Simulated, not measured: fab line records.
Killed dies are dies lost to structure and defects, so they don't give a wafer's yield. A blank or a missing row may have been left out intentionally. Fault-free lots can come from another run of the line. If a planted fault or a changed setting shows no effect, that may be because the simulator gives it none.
Which of the tools did it? -- flow n5 finfet -- 30 wafers from 11 lots sampled at 5 of the route's 1938 steps

WHAT EACH GAUGE READ, for each wafer
N5_BEOL_M4_RC_MEAS_101.
lot,measured,on,DIBL_N (mV/V),DIBL_P (mV/V),IOFF_N (nA/um),IOFF_P (nA/um),ION_N (uA/um),ION_P (uA/um),SS_N (mV/dec),SS_P (mV/dec),VT_N (mV),VT_P (mV)
L314,day 8 12:38,prober-02,34.2 31.6,33 31,0.13 0.10,0.19 0.15,673 662,461 464,70.8 70.7,72.6 71.8,251 255,-249 -252
L316,day 9 03:12,prober-02,40.5 36.0 39.7,41 35 40,0.25 0.13 0.21,0.29 0.17 0.25,710 677 681,483 464 463,72.2 70.9 72.3,74.0 73.0 73.7,244 252 248,-246 -254 -248
L318,day 9 09:36,prober-02,35.9 34.6,37 35,0.16 0.13,0.24 0.20,684 676,478 471,72.1 71.6,73.5 73.7,250 252,-249 -249
L320,day 10 03:30,prober-01,33.9 39.9 42.3,34 41 44,0.13 0.23 0.33,0.19 0.32 0.39,668 698 712,462 479 481,70.8 72.1 73.3,72.4 74.7 75.4,252 244 240,-251 -244 -241
L321,day 10 03:44,prober-02,35.6 35.7 36.1,35 36 36,0.14 0.16 0.15,0.20 0.22 0.21,668 683 683,464 473 470,70.9 71.1 71.6,72.9 72.1 72.9,249 247 252,-250 -251 -248
L325,day 10 21:34,prober-02,31.2 33.6 37.8,31 33 37,0.09 0.11 0.19,0.12 0.14 0.20,658 654 684,454 450 463,70.4 70.6 72.6,71.5 72.9 73.5,258 256 248,-259 -258 -253
L330,day 12 09:24,prober-02,37.0 36.2 36.2,39 36 36,0.18 0.16 0.15,0.28 0.22 0.21,683 672 682,471 460 465,71.1 71.4 70.8,73.8 73.6 73.3,246 246 246,-245 -247 -248
L332,day 13 04:21,prober-01,34.7 32.2,35 31,0.12 0.09,0.18 0.13,676 644,471 448,70.4 70.0,72.4 70.9,255 258,-254 -256
L334,day 13 04:11,prober-02,33.8 34.3 33.3,33 34 32,0.11 0.11 0.11,0.15 0.15 0.14,667 678 684,458 467 468,70.2 70.8 69.6,71.5 71.8 71.5,254 258 256,-256 -253 -257
L336,day 13 09:18,prober-02,30.2 31.0 31.3,29 30 30,0.08 0.09 0.09,0.11 0.11 0.12,665 646 648,457 447 442,70.0 70.0 69.9,72.5 72.4 72.0,259 257 259,-258 -257 -259
L335,day 14 00:22,prober-02,31.1 34.4 34.5,28 30 32,0.07 0.10 0.11,0.10 0.12 0.13,644 640 672,447 434 461,69.2 70.3 70.5,71.7 71.8 72.5,262 260 254,-261 -260 -258

WHICH TOOL RAN EACH LOT (tool, then ch and the chambers of the sampled wafers, then the start)
lot,N5_BEOL_M1_SPUTTER_81,N5_BEOL_M1_SPUTTER_88,N5_BEOL_M1_CMP_52,N5_BEOL_M2_COAT_61
L314,"pvd sputter-01, day 6 21:04","pvd sputter-01, day 6 21:30","cmp-01 ch 0,3, day 6 22:55","litho track-02 ch 0, day 7 01:33"
L316,"pvd sputter-01, day 7 01:34","pvd sputter-01, day 7 02:01","cmp-01 ch 0,3, day 7 03:41","litho track-01 ch 0, day 7 06:46"
L318,"pvd sputter-03, day 7 07:59","pvd sputter-03, day 7 08:26","cmp-01 ch 0,2, day 7 10:01","litho track-01 ch 0, day 7 11:05"
L320,"pvd sputter-01, day 8 06:49","pvd sputter-01, day 8 07:16","cmp-04 ch 1,2,3, day 8 08:41","litho track-02 ch 0, day 8 12:44"
L321,"pvd sputter-01, day 8 15:16","pvd sputter-01, day 8 15:42","cmp-01 ch 2,3, day 8 17:08","litho track-02 ch 0, day 8 18:07"
L325,"pvd sputter-01, day 8 23:16","pvd sputter-01, day 8 23:42","cmp-01 ch 0,1,2, day 9 01:05","litho track-01 ch 0, day 9 02:51"
L330,"pvd sputter-03, day 10 20:32","pvd sputter-03, day 10 20:59","cmp-01 ch 0,2,3, day 10 22:29","litho track-02 ch 0, day 11 01:20"
L332,"pvd sputter-03, day 11 10:34","pvd sputter-03, day 11 11:00","cmp-03 ch 1,2, day 11 12:22","litho track-02 ch 0, day 11 13:20"
L334,"pvd sputter-02, day 11 17:59","pvd sputter-02, day 11 18:25","cmp-04 ch 0,2,3, day 11 19:59","litho track-03 ch 0, day 11 22:53"
L336,"pvd sputter-01, day 11 21:18","pvd sputter-01, day 11 21:44","cmp-04 ch 0,1,2, day 11 23:17","litho track-01 ch 0, day 12 01:59"
L335,"pvd sputter-02, day 11 22:23","pvd sputter-02, day 11 22:49","cmp-01 ch 0,2, day 12 00:56","litho track-03 ch 0, day 12 02:13"
- N5_BEOL_M1_SPUTTER_81: material Cu, target thk 4.5 nm, time 8.29 s.
- N5_BEOL_M1_SPUTTER_88: material Cu, target thk 4.5 nm, time 8.29 s.
- N5_BEOL_M1_CMP_52: polishes, stops on SiOC, t overpolish 6.8 s, target thk 40 nm.
- N5_BEOL_M2_COAT_61: time 60 s, resist thk 60 nm.

AS READ BY THE TOOLS THEMSELVES (means over the sampled wafers that have a number; for cases with no such wafer, the mark the record gives instead)
N5_BEOL_M1_SPUTTER_81.
lot,tool,throttle valve pct (%)
L314,pvd sputter-01,31.1
L316,pvd sputter-01,29.9
L318,pvd sputter-03,29.8
L320,pvd sputter-01,29.1
L321,pvd sputter-01,29.3
L325,pvd sputter-01,29.5
L330,pvd sputter-03,30.2
L332,pvd sputter-03,29.1
L334,pvd sputter-02,28.8
L336,pvd sputter-01,29.4
L335,pvd sputter-02,28.9

N5_BEOL_M1_SPUTTER_88.
lot,tool,throttle valve pct (%)
L314,pvd sputter-01,30.9
L316,pvd sputter-01,29.9
L318,pvd sputter-03,29.8
L320,pvd sputter-01,29.3
L321,pvd sputter-01,29.2
L325,pvd sputter-01,29.3
L330,pvd sputter-03,30.0
L332,pvd sputter-03,29.2
L334,pvd sputter-02,28.8
L336,pvd sputter-01,29.2
L335,pvd sputter-02,28.9

N5_BEOL_M1_CMP_52.
lot,tool,barrier field endpoint s (s),clearing platen rpm (rpm),motor current A (A),overpolish run s (s),slurry flow ml min,time to endpoint s (s)
L314,cmp-01,23.8,50.008,6.1,6.788,150.0,60
L316,cmp-01,24.5,49.980,6.0,6.800,150.4,60
L318,cmp-01,24.1,50.009,6.2,6.797,150.0,58
L320,cmp-04,24.6,49.998,6.1,6.805,150.1,59
L321,cmp-01,23.8,49.988,5.6,6.806,150.0,57
L325,cmp-01,24.6,49.994,6.0,6.801,149.8,61
L330,cmp-01,23.5,49.999,6.0,6.791,149.6,57
L332,cmp-03,24.4,49.977,6.8,6.806,149.8,60
L334,cmp-04,23.9,50.019,5.9,6.801,150.1,62
L336,cmp-04,24.4,50.014,6.0,6.797,150.0,60
L335,cmp-01,24.0,50.027,6.5,6.799,150.1,59

N5_BEOL_M2_COAT_61.
lot,tool,run length s (s)
L314,litho track-02,66.32
L316,litho track-01,65.99
L318,litho track-01,66.02
L320,litho track-02,66.29
L321,litho track-02,66.30
L325,litho track-01,65.95
L330,litho track-02,70.10
L332,litho track-02,71.94
L334,litho track-03,66.49
L336,litho track-01,66.16
L335,litho track-03,66.48

THE ANSWER, worked out from the rows above alone
Rule: what is usual is taken from the lots themselves. The widest of any qualifying gaps counts: lots, ordered by their means at a reading, are off when they make up no more than a third of the lots, leave a main group of 4 or more, and stand apart from it by 3 or more times the standard deviation of that group's means. A main group is skipped when, at the precision printed for the reading in the tables above, its means are all equal. Also off: a lot with no number at a reading for which 4 or more lots have one. Where the step has rows for the other lots, those lots are counted as sound. After the gauges, taken in route order, come the tools' own readings; for these a lot's mean is taken, as printed above. At the first step where some lot is off, the reading lying furthest off is the one used; lots without a number count as furthest.
Off, at N5_BEOL_M2_COAT_61 on run length s: L330, L332. For the main group the mean is 66.22 s and the standard deviation 0.19.
If a tool, at that step or one of the process steps before it, ran each lot that is off and ran no sound lot following the first of them, it fits. This does not decide it: 2 tools fit, namely pvd sputter-03 at N5_BEOL_M1_SPUTTER_81 and N5_BEOL_M1_SPUTTER_88 and litho track-02 at N5_BEOL_M2_COAT_61.

WHAT THE SIMULATOR HAD PUT IN
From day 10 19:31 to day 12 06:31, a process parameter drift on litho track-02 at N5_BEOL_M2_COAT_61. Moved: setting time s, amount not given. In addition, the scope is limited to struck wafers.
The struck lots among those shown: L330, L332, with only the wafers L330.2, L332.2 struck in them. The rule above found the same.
